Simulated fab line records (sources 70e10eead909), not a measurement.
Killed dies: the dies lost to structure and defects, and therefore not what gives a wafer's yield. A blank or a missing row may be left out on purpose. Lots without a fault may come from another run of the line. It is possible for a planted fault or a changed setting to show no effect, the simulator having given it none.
fab line records | flow nand-harc
[record] lots = 7 | wafers = 21 | last-day = 33
route steps=1302 shown A_CHANNEL_HOLE_D2@604 A_CHANNEL_FILL_D2@610
lots that met no fault: taken from a fault-free run of the same line
start-h: start of the lot's first displayed wafer, in hours after the record's first day | wait-h: hours elapsed since this lot's preceding step | " unchanged from the row above | L1.1+2: a single row standing in for several wafers | - no value present, or no start provided | * or withheld: withheld | < > ~ a bound
route shown NAME@n: names a module that has steps shown in the file, with the first one's number in the route | usual: mean and standard deviation over wafers with no fault | same: alike in all rows | chamber/n: place in a boat | sites: each site's reading | _std_site: their standard deviation | _edge_site: inner sites' mean taken away from outer sites' mean | radius-mm: for every site, how far away it sits from the centre of the wafer | mask NAME#n: copy n | behind: the tool/chamber that last shaped the wafer | hold: the reason the lot was held/the length of the hold in hours/how it ended | device: the transistor (n, p or np) that didn't switch | end of line: the route-end tests of the same wafers | a step without rows: its recipe alone | killed: dies lost to structure and defects at the first sort, not the wafer's yield | map: dies across one wafer; x = killed, . = not, _ = none there
set.NAME: setting as actually run; set.NAME@STEP: the setting as run at that earlier step | model.NAME: the simulator's own value behind a step, which no gauge read
lots at selected steps of the route; one table per step, one row per wafer
services: from which hour (start-h, from the record's first day; less than 0 if before it) a tool's chamber was out of use, for how many hours, and why
[[steps]]
[step NHARC_A_CHANNEL_HOLE_D2_STRIP_28]
[recipe] o2-flow-sccm = 500 | ar-flow-sccm = 0 | bias-w = 0 | chemistry = O2
[usual] drypump-motor-current-A = 5.8/0.4 | oes-product-au = 1.002/0.011 | rf-vpp-V = 57.9/0.87 | showerhead-plenum-p-Torr = 3.57/0.12 | throttle-valve-pct = 17.035/0.01
lot.wafer | tool        | chamber | start-h | wait-h | drypump-motor-current-A | oes-product-au | rf-hours-counter-h | rf-vpp-V | showerhead-plenum-p-Torr | throttle-valve-pct
L452.3    | rie-diel-11 | 3       | -       | -      | 5.8                     | 0.985          | 2                  | 57.6     | 3.55                     | 17.027
L452.1    | "           | 0       | "       | "      | 6.8                     | 1.004          | 2                  | 58.2     | 3.66                     | 17.031
L452.2    | "           | 1       | "       | "      | 5.9                     | 1.024          | 3                  | 58.1     | 3.65                     | 17.044
L458.4    | rie-diel-04 | 0       | -       | -      | 5.8                     | 1.008          | 9                  | 57.4     | 3.53                     | 17.033
L458.6    | "           | 3       | "       | "      | 5.4                     | 1.003          | -                  | 59.3     | 3.56                     | 17.033
L458.5    | "           | 0       | "       | "      | 5.8                     | 1.013          | -                  | 56.8     | 3.53                     | 17.058
L459.2    | rie-diel-11 | 2       | -       | -      | 5.9                     | 1.014          | 6                  | 57.6     | 3.77                     | 17.028
L459.6    | "           | 1       | "       | "      | 5.9                     | 1.010          | -                  | 57.8     | 3.65                     | 17.045
L459.4    | "           | 2       | "       | "      | 5.9                     | 1.016          | -                  | 59.3     | 3.77                     | 17.028
L460.2    | rie-diel-04 | 1       | -       | -      | 6.2                     | 0.988          | 0                  | 57.7     | 3.43                     | 17.043
L460.1    | "           | 2       | "       | "      | 5.7                     | 1.008          | 0                  | 57.2     | 3.33                     | 17.020
L460.6    | "           | 0       | "       | "      | 5.8                     | 0.990          | -                  | 58.2     | 3.53                     | 17.034
L467.2    | rie-diel-04 | 0       | -       | -      | 5.8                     | 1.003          | 7                  | 58.6     | 3.53                     | 17.043
L467.4    | "           | 2       | "       | "      | 5.7                     | 1.012          | 6                  | 57.0     | 3.32                     | 17.029
L467.6    | "           | 1       | "       | "      | 6.2                     | 0.989          | -                  | 57.3     | 3.42                     | 17.043
L471.3    | rie-diel-04 | 2       | -       | -      | 5.7                     | 1.010          | 8                  | 57.9     | 3.32                     | 17.037
L471.2    | "           | 0       | "       | "      | 5.9                     | 1.002          | 10                 | 57.7     | 3.53                     | 17.021
L471.1    | "           | 1       | "       | "      | 6.2                     | 0.994          | 9                  | 57.1     | 3.42                     | 17.017
L474.3    | rie-diel-02 | 2       | -       | -      | 5.5                     | 0.997          | 6                  | 57.1     | 3.62                     | 17.032
L474.4    | "           | 3       | "       | "      | 5.2                     | 1.005          | 7                  | 59.3     | 3.66                     | 17.043
L474.1    | "           | 1       | "       | "      | 6.4                     | 0.999          | 8                  | 57.4     | 3.48                     | 17.040
[step NHARC_A_CHANNEL_HOLE_D2_PRECLEAN_29]
[recipe] time-s = * | temp-c = 50 | bath-age-min = 0 | chemistry = SC1
[step NHARC_A_CHANNEL_HOLE_D2_SRD_30]
[step NHARC_A_CHANNEL_HOLE_D2_CD_MEAS_31]
[usual] cd-nm = 89.7/1.3
lot.wafer | tool      | chamber | start-h | wait-h | cd-nm
L452.1    | cd-sem-02 | -       | 299.03  | -      | 90.2
L452.2    | "         | -       | "       | "      | 89.1
L452.3    | "         | -       | "       | "      | 87.4
L458.4    | cd-sem-02 | -       | 348.53  | -      | 88.8
L458.5    | "         | -       | "       | "      | 89.6
L458.6    | "         | -       | "       | "      | 89.8
L459.2    | cd-sem-03 | -       | 370.28  | -      | 89.6
L459.4    | "         | -       | "       | "      | 89.0
L459.6    | "         | -       | "       | "      | 90.5
L460.1    | cd-sem-02 | -       | 371.66  | -      | 91.9
L460.2    | "         | -       | "       | "      | 90.3
L460.6    | "         | -       | "       | "      | 90.4
L467.2    | cd-sem-03 | -       | 446.78  | -      | 87.8
L467.4    | "         | -       | "       | "      | 90.5
L467.6    | "         | -       | "       | "      | 90.7
L471.1    | cd-sem-03 | -       | 488.06  | -      | 92.7
L471.2    | "         | -       | "       | "      | 88.8
L471.3    | "         | -       | "       | "      | 90.2
L474.1    | cd-sem-01 | -       | 523.07  | -      | 91.5
L474.3    | "         | -       | "       | "      | 90.7
L474.4    | "         | -       | "       | "      | 89.3
[step NHARC_A_CHANNEL_HOLE_D2_XSEM_32]
[recipe] landing-energy-ev = 35000
[usual] bot-cd-nm = 74.2/1.6 | bow-nm = 8.7/0.32 | tilt-deg = 0.07/0.035
[same] landing-energy-ev = 35000
lot.wafer | tool    | chamber | start-h | wait-h | bot-cd-nm | bow-nm | tilt-deg
L452.1    | xsem-02 | 0       | 299.12  | 0.1    | 74.8      | 8.6    | 0.07
L452.2    | "       | 0       | "       | "      | 73.3      | 8.6    | 0.08
L452.3    | "       | 0       | "       | "      | 71.0      | 8.6    | 0.08
L458.4    | xsem-01 | 0       | 348.62  | 0.1    | 73.1      | 9.0    | 0.11
L458.5    | "       | 0       | "       | "      | 74.0      | 8.9    | 0.10
L458.6    | "       | 0       | "       | "      | 74.2      | 8.8    | 0.11
L459.2    | xsem-02 | 0       | 370.37  | 0.1    | 72.8      | 9.2    | 0.06
L459.4    | "       | 0       | "       | "      | 72.2      | 9.2    | 0.06
L459.6    | "       | 0       | "       | "      | 73.6      | 9.3    | 0.06
L460.1    | xsem-01 | 0       | 371.75  | 0.1    | 77.9      | 7.9    | 0.06
L460.2    | "       | 0       | "       | "      | 75.7      | 8.0    | 0.06
L460.6    | "       | 0       | "       | "      | 75.4      | 7.9    | 0.06
L467.2    | xsem-02 | 0       | 446.87  | 0.1    | 72.2      | 8.7    | 0.07
L467.4    | "       | 0       | "       | "      | 75.5      | 8.8    | 0.06
L467.6    | "       | 0       | "       | "      | 75.3      | 8.8    | 0.06
L471.1    | xsem-01 | 0       | 488.15  | 0.1    | 75.9      | 8.9    | 0.10
L471.2    | "       | 0       | "       | "      | 72.2      | 8.9    | 0.10
L471.3    | "       | 0       | "       | "      | 73.8      | 8.9    | 0.10
L474.1    | xsem-01 | 0       | 523.15  | 0.1    | 75.7      | 8.7    | 0.07
L474.3    | "       | 0       | "       | "      | 74.5      | 8.7    | 0.07
L474.4    | "       | 0       | "       | "      | 73.5      | 8.7    | 0.07
[step NHARC_A_CHANNEL_HOLE_D2_INSPECT_40]
[usual] raw-defect-count = 287/95
lot.wafer | tool              | chamber | start-h | wait-h | raw-defect-count
L452.1    | defect-inspect-02 | -       | 299.22  | -      | 247
L452.2    | "                 | -       | "       | "      | 335
L452.3    | "                 | -       | "       | "      | 370
L458.4    | defect-inspect-02 | -       | 348.72  | -      | 170
L458.5    | "                 | -       | "       | "      | 253
L458.6    | "                 | -       | "       | "      | 148
L459.2    | defect-inspect-01 | -       | 370.47  | -      | 278
L459.4    | "                 | -       | "       | "      | 231
L459.6    | "                 | -       | "       | "      | 372
L460.1    | defect-inspect-01 | -       | 371.84  | -      | 451
L460.2    | "                 | -       | "       | "      | 358
L460.6    | "                 | -       | "       | "      | 217
L467.2    | defect-inspect-02 | -       | 446.97  | -      | 294
L467.4    | "                 | -       | "       | "      | 336
L467.6    | "                 | -       | "       | "      | 178
L471.1    | defect-inspect-01 | -       | 488.24  | -      | 341
L471.2    | "                 | -       | "       | "      | 247
L471.3    | "                 | -       | "       | "      | 266
L474.1    | defect-inspect-01 | -       | 523.25  | -      | 276
L474.3    | "                 | -       | "       | "      | 229
L474.4    | "                 | -       | "       | "      | 173
[step NHARC_A_CHANNEL_FILL_D2_PRECLEAN_00]
[recipe] time-s = * | temp-c = 50 | bath-age-min = 0 | chemistry = SC1
[step NHARC_A_CHANNEL_FILL_D2_SRD_01]
[step NHARC_A_CHANNEL_FILL_D2_ALD_02]
[recipe] target-thk-a = 60 | pulse-time-s = 10 | ald-cycles = 60 | temp-c = 300 | material = SiO2
[usual] ald-cycles = 60/0 | heater-power-w = 419/36 | precursor-pulse-height-rel = 1.000/0.022
lot.wafer | tool      | chamber | start-h | wait-h | ald-cycles | heater-power-w | precursor-pulse-height-rel | since-wet-clean-h
L452.2    | ald-hk-03 | 0       | 300.28  | -      | 60         | 400            | 1.038                      | 77
L452.1    | "         | 1       | "       | "      | 60         | 450            | 0.959                      | 77
L452.3    | "         | 3       | "       | "      | 60         | 455            | 0.969                      | 77
L458.4    | ald-hk-03 | 2       | 349.09  | 0.3    | 60         | 387            | 1.004                      | 126
L458.5    | "         | 0       | "       | "      | 60         | 414            | 1.040                      | -
L458.6    | "         | 1       | "       | "      | 60         | 470            | 1.008                      | -
L459.2    | ald-hk-02 | 2       | 370.66  | -      | 60         | 431            | 0.992                      | 11
L459.4    | "         | 3       | "       | "      | 60         | 390            | 0.988                      | 11
L459.6    | "         | 2       | "       | "      | 60         | 432            | 1.002                      | -
L460.1    | ald-hk-03 | 3       | 372.11  | -      | 60         | 457            | 1.013                      | 149
L460.2    | "         | 1       | "       | "      | 60         | 465            | 0.995                      | 149
L460.6    | "         | 3       | "       | "      | 60         | 469            | 0.987                      | -
L467.4    | ald-hk-02 | 3       | 447.16  | -      | 60         | 398            | 1.038                      | 87
L467.2    | "         | 1       | "       | "      | 60         | 424            | 0.988                      | 87
L467.6    | "         | 0       | "       | "      | 60         | 376            | 0.998                      | -
L471.3    | ald-hk-02 | 2       | 488.44  | -      | 60         | 436            | 1.015                      | 128
L471.1    | "         | 0       | "       | "      | 60         | 371            | 1.025                      | 128
L471.2    | "         | 1       | "       | "      | 60         | 443            | 0.967                      | 129
L474.1    | ald-hk-02 | 2       | 523.44  | -      | 60         | 442            | 0.989                      | 163
L474.3    | "         | 3       | "       | "      | 60         | 396            | 0.984                      | 163
L474.4    | "         | 0       | "       | "      | 60         | 373            | 0.975                      | 163
[step NHARC_A_CHANNEL_FILL_D2_ALD_03]
[recipe] target-thk-a = 60 | pulse-time-s = 60 | ald-cycles = 58 | temp-c = 630 | pressure-torr = 2 | material = SiNx
[step NHARC_A_CHANNEL_FILL_D2_ALD_14]
[recipe] target-thk-a = 25 | pulse-time-s = 10 | ald-cycles = 25 | temp-c = 300 | material = SiO2
[usual] ald-cycles = 25/0 | heater-power-w = 429/43 | precursor-pulse-height-rel = 1.000/0.021
lot.wafer | tool      | chamber | start-h | wait-h | ald-cycles | heater-power-w | precursor-pulse-height-rel | since-wet-clean-h
L452.2    | ald-hk-02 | 1       | 307.21  | 0.0    | 25         | 441            | 0.976                      | 125
L452.1    | "         | 2       | "       | "      | 25         | 418            | 1.005                      | 125
L452.3    | "         | 3       | "       | "      | 25         | 371            | 1.026                      | 125
L458.4    | ald-hk-04 | 0       | 356.08  | 0.1    | 25         | 480            | 1.006                      | 90
L458.6    | "         | 3       | "       | "      | 25         | 520            | 0.981                      | -
L458.5    | "         | 0       | "       | "      | 25         | 477            | 1.000                      | -
L459.4    | ald-hk-02 | 3       | 377.68  | 0.1    | 25         | 390            | 0.992                      | 17
L459.2    | "         | 0       | "       | "      | 25         | 366            | 1.028                      | 18
L459.6    | "         | 2       | "       | "      | 25         | 433            | 1.007                      | -
L460.1    | ald-hk-02 | 1       | 377.86  | 0.3    | 25         | 446            | 0.980                      | 18
L460.2    | "         | 3       | "       | "      | 25         | 385            | 0.957                      | 18
L460.6    | "         | 1       | "       | "      | 25         | 426            | 1.026                      | -
L467.4    | ald-hk-03 | 2       | 454.01  | 0.0    | 25         | 361            | 1.002                      | 53
L467.2    | "         | 1       | "       | "      | 25         | 451            | 1.033                      | 53
L467.6    | "         | 2       | "       | "      | 25         | 354            | 1.008                      | -
L471.1    | ald-hk-03 | 1       | 495.76  | 0.4    | 25         | 450            | 0.999                      | 94
L471.3    | "         | 2       | "       | "      | 25         | 362            | 1.019                      | 94
L471.2    | "         | 3       | "       | "      | 25         | 461            | 0.983                      | 95
L474.1    | ald-hk-03 | 1       | 530.65  | 0.2    | 25         | 451            | 1.028                      | 129
L474.3    | "         | 2       | "       | "      | 25         | 360            | 1.023                      | 129
L474.4    | "         | 3       | "       | "      | 25         | 479            | 0.978                      | 129
[step NHARC_A_CHANNEL_FILL_D2_ALD_15]
[recipe] target-thk-a = 20 | pulse-time-s = 60 | ald-cycles = 19 | temp-c = 630 | pressure-torr = 2 | material = SiNx
[usual] ald-cycles = 19/0 | precursor-pulse-height-rel = 1.001/0.02
lot.wafer | tool             | chamber | start-h | wait-h | ald-cycles | precursor-pulse-height-rel
L452.1    | ald-sin-batch-02 | 0       | -       | -      | 19         | 1.008
L452.2    | "                | 0       | "       | "      | 19         | 1.010
L452.3    | "                | 0       | "       | "      | 19         | 0.978
L458.4    | ald-sin-batch-01 | 0       | -       | -      | 19         | 0.979
L458.5    | "                | 0       | "       | "      | 19         | 0.960
L458.6    | "                | 0       | "       | "      | 19         | 0.978
L459.2    | ald-sin-batch-02 | 0       | -       | -      | 19         | 1.022
L459.4    | "                | 0       | "       | "      | 19         | 0.977
L459.6    | "                | 0       | "       | "      | 19         | 1.000
L460.1    | ald-sin-batch-02 | 0       | -       | -      | 19         | 0.986
L460.2    | "                | 0       | "       | "      | 19         | 1.000
L460.6    | "                | 0       | "       | "      | 19         | 1.000
L467.2    | ald-sin-batch-02 | 0       | -       | -      | 19         | 1.016
L467.4    | "                | 0       | "       | "      | 19         | 0.974
L467.6    | "                | 0       | "       | "      | 19         | 0.981
L471.1    | ald-sin-batch-02 | 0       | -       | -      | 19         | 0.994
L471.2    | "                | 0       | "       | "      | 19         | 1.006
L471.3    | "                | 0       | "       | "      | 19         | 1.033
L474.1    | ald-sin-batch-02 | 0       | -       | -      | 19         | 1.010
L474.3    | "                | 0       | "       | "      | 19         | 1.019
L474.4    | "                | 0       | "       | "      | 19         | 0.973
[step NHARC_A_CHANNEL_FILL_D2_ALD_16]
[recipe] target-thk-a = 15 | pulse-time-s = 10 | ald-cycles = 15 | temp-c = 300 | material = SiO2
[usual] ald-cycles = 15/0 | heater-power-w = 431/44 | precursor-pulse-height-rel = 0.999/0.019
lot.wafer | tool      | chamber | start-h | wait-h | ald-cycles | heater-power-w | precursor-pulse-height-rel | since-wet-clean-h
L452.3    | ald-hk-04 | 3       | 312.40  | 0.0    | 15         | 506            | 0.988                      | 47
L452.2    | "         | 0       | "       | "      | 15         | 466            | 1.045                      | 47
L452.1    | "         | 2       | "       | "      | 15         | 454            | 1.008                      | 47
L458.4    | ald-hk-03 | 2       | 361.26  | 0.1    | 13         | 375            | 0.961                      | 138
L458.6    | "         | 1       | "       | "      | 13         | 461            | 1.015                      | -
L458.5    | "         | 2       | "       | "      | 13         | 388            | 1.015                      | -
L459.2    | ald-hk-03 | 1       | 382.84  | 0.1    | 13         | 452            | 1.002                      | 160
L459.4    | "         | 2       | "       | "      | 13         | 378            | 0.966                      | 160
L459.6    | "         | 1       | "       | "      | 13         | 460            | 1.018                      | -
L460.2    | ald-hk-03 | 1       | 382.97  | 0.2    | 13         | 459            | 1.018                      | 160
L460.1    | "         | 0       | "       | "      | 13         | 402            | 1.008                      | 160
L460.6    | "         | 1       | "       | "      | 13         | 460            | 1.006                      | -
L467.2    | ald-hk-04 | 1       | 459.22  | 0.1    | 15         | 414            | 1.014                      | 15
L467.4    | "         | 2       | "       | "      | 15         | 433            | 1.025                      | 15
L467.6    | "         | 0       | "       | "      | 15         | 496            | 1.010                      | -
L471.1    | ald-hk-03 | 2       | 500.72  | 0.1    | 15         | 356            | 0.994                      | 99
L471.2    | "         | 3       | "       | "      | 15         | 471            | 1.021                      | 99
L471.3    | "         | 0       | "       | "      | 15         | 407            | 1.000                      | 99
L474.1    | ald-hk-04 | 0       | 535.81  | 0.0    | 15         | 490            | 0.995                      | 92
L474.4    | "         | 2       | "       | "      | 15         | 434            | 1.006                      | 92
L474.3    | "         | 3       | "       | "      | 15         | 490            | 1.000                      | 92
[step NHARC_A_CHANNEL_FILL_D2_ANNEAL_17]
[recipe] temp-c = 850 | time-s = 1800
[[services]]
tool             | chamber | start-h | hours | kind
rie-diel-04      | 3       | 323.75  | 3.1   | repair
rie-diel-04      | 1       | 340.13  | 6.8   | repair
ald-sin-batch-02 | -       | 344.65  | 5.1   | repair
ald-hk-02        | -       | 350.27  | 10.0  | pm
rie-diel-04      | -       | 354.97  | 9.0   | pm
rie-diel-11      | 0       | 365.98  | 6.8   | repair
xsem-01          | -       | 376.10  | 14.0  | pm
rie-diel-11      | -       | 380.82  | 1.1   | repair
rie-diel-04      | 3       | 384.00  | 6.2   | repair
rie-diel-04      | -       | 387.22  | 0.5   | repair
ald-hk-03        | -       | 391.36  | 10.0  | pm
ald-hk-02        | -       | 396.91  | 1.1   | repair
rie-diel-11      | -       | 410.55  | 0.9   | repair
rie-diel-11      | 0       | 422.80  | 4.3   | repair
rie-diel-11      | -       | 432.50  | 9.0   | pm
ald-hk-04        | -       | 433.92  | 10.0  | pm
rie-diel-04      | 3       | 441.13  | 3.1   | repair
rie-diel-11      | 1       | 449.44  | 4.9   | repair
rie-diel-04      | 1       | 457.37  | 7.6   | repair
rie-diel-11      | 1       | 463.06  | 9.3   | repair
rie-diel-11      | 0       | 480.55  | 16.4  | repair
ald-hk-04        | -       | 509.76  | 1.3   | repair
ald-hk-02        | -       | 528.77  | 10.0  | pm
rie-diel-04      | -       | 531.97  | 9.0   | pm
[[key]]
[first-sign] step = NHARC_A_CHANNEL_FILL_D2_ALD_16 | reading = ald-cycles | direction = down | sigmas = 99+ | usual = 15 | struck = 13
effect none on later readings
met-at NHARC_A_CHANNEL_FILL_D2_ALD_16
struck-wafers L458.4,L458.5,L458.6,L459.2,L459.4,L459.6,L460.1,L460.2,L460.6
tester-left-out L458,L459,L460
[fault] kind = process-parameter-drift | tool = ald-hk-03 | chamber = - | onset-h = 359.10 | steps = NHARC_A_CHANNEL_FILL_D2_ALD_16 | channel = ald-cycles | offset = -2 | shape = step | end-h = 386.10 | acts-in = these-recipes-only | stated = 15
// tester-left-out: of these lots the tester's yield and bins aren't shown, on N5 and GAA mostly nor the transistor test; their killed dies are dies lost to structure and defects alone, not to doping, threshold or leakage, so they don't give the yield
